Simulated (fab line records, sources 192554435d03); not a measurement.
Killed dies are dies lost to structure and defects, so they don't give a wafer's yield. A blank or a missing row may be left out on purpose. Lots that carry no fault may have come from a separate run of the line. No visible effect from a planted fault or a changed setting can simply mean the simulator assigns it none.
Split-lot trial + flow n5_finfet + 21 wafers read from 7 lots, route of 1938 steps

## THE SPLIT ITSELF
At N5_BEOL_M11_COAT_22 (resist thk 90 nm), the setting spin_rpm was moved away from the recipe's 1500 rpm on 5 of the 21 wafers read, by -11.2% to +10.0%. The other wafers ran this setting at the recipe's value.

The reading comes from the split's own step.

## THE READING
CAR-ArF_of_BEOL_M11_COAT_22.thk_nm (the simulator's own value, which no gauge read), in nm, at N5_BEOL_M11_COAT_22 (resist thk 90 nm). The file does not state a usual value for it. The 16 wafers here that ran the recipe average 89.9 nm, standard deviation 0.17 nm.

| wafer  | tool, chamber at the split | spin_rpm as run, rpm | against the recipe | CAR-ArF_of_BEOL_M11_COAT_22.thk_nm, nm | against lot-mates on the recipe |
|--------|----------------------------|----------------------|--------------------|----------------------------------------|---------------------------------|
| L074.2 | litho_track-05, 0          | 1619                 | +7.9%              | 86.4                                   | -3.5                            |
| L074.3 | litho_track-05, 0          | 1500                 | recipe             | 89.8                                   | -                               |
| L074.6 | litho_track-05, 0          | 1500                 | recipe             | 90                                     | -                               |
| L078.4 | litho_track-01, 0          | 1500                 | recipe             | 90                                     | -                               |
| L078.6 | litho_track-01, 0          | 1500                 | recipe             | 90                                     | -                               |
| L078.5 | litho_track-01, 0          | 1500                 | recipe             | 90.2                                   | -                               |
| L080.1 | litho_track-02, 0          | 1500                 | recipe             | 90                                     | -                               |
| L080.5 | litho_track-02, 0          | 1500                 | recipe             | 90                                     | -                               |
| L080.6 | litho_track-02, 0          | 1500                 | recipe             | 89.8                                   | -                               |
| L081.3 | litho_track-01, 0          | 1625                 | +8.3%              | 86.2                                   | -3.5                            |
| L081.4 | litho_track-01, 0          | 1500                 | recipe             | 89.8                                   | -                               |
| L081.5 | litho_track-01, 0          | 1500                 | recipe             | 89.6                                   | -                               |
| L089.2 | litho_track-02, 0          | 1650                 | +10.0%             | 86                                     | -3.9                            |
| L089.4 | litho_track-02, 0          | 1500                 | recipe             | 89.8                                   | -                               |
| L089.5 | litho_track-02, 0          | 1500                 | recipe             | 90                                     | -                               |
| L092.1 | litho_track-02, 0          | 1500                 | recipe             | 90                                     | -                               |
| L092.3 | litho_track-02, 0          | 1332                 | -11.2%             | 95.8                                   | +5.8                            |
| L092.5 | litho_track-02, 0          | 1332                 | -11.2%             | 95.4                                   | +5.4                            |
| L095.1 | litho_track-01, 0          | 1500                 | recipe             | 89.6                                   | -                               |
| L095.2 | litho_track-01, 0          | 1500                 | recipe             | 90                                     | -                               |
| L095.3 | litho_track-01, 0          | 1500                 | recipe             | 90.2                                   | -                               |

THE FIT
A straight line over all 21 wafers: CAR-ArF_of_BEOL_M11_COAT_22.thk_nm changes by -0.467 nm for each +1% of spin_rpm; r = -0.99; the points scatter about the line by 0.27 nm.
The same after taking each lot's own level away (the mean of its wafers on the recipe; 21 wafers): -0.459 nm for each +1%; r = -0.99; scatter 0.25 nm.
According to that fit, moving spin_rpm by its largest amount changes the reading by 5.1 nm.
The lots' own levels span 89.70 to 90.07 nm, that is 2.1 times the standard deviation above.
So the lot-to-lot level changes the slope little: the two slopes agree.
Check: for one of the wafers moved furthest among these (-11.2%), held out of the fit, the line's prediction against its lot-mates is +4.98 nm. Against them it came out at +5.8 nm.

## OTHER SPLITS ON THESE WAFERS
Other splits were also applied to these wafers ahead of the reading. Each is held against what the fit with the lots' levels taken away leaves over:
| other split on the same wafers | wafers away from the commonest value | r with CAR-ArF_of_BEOL_M11_COAT_22.thk_nm (lot level and that fit taken away) |
|--------------------------------|--------------------------------------|-------------------------------------------------------------------------------|
| N5_BEOL_M9_COAT_60 spin_rpm    | 3                                    | +0.06                                                                         |
| N5_BEOL_M10_COAT_60 spin_rpm   | 5                                    | -0.23                                                                         |
| N5_BEOL_M11_COAT_05 spin_rpm   | 9                                    | -0.03                                                                         |
| N5_BEOL_M11_EXPOSE_08 dose_mj  | 7                                    | +0.01                                                                         |

## THE FILE'S OWN FIT
CAR-ArF_of_BEOL_M11_COAT_22.thk_nm changes by -0.443 nm for each +1% of spin_rpm, r = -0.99.
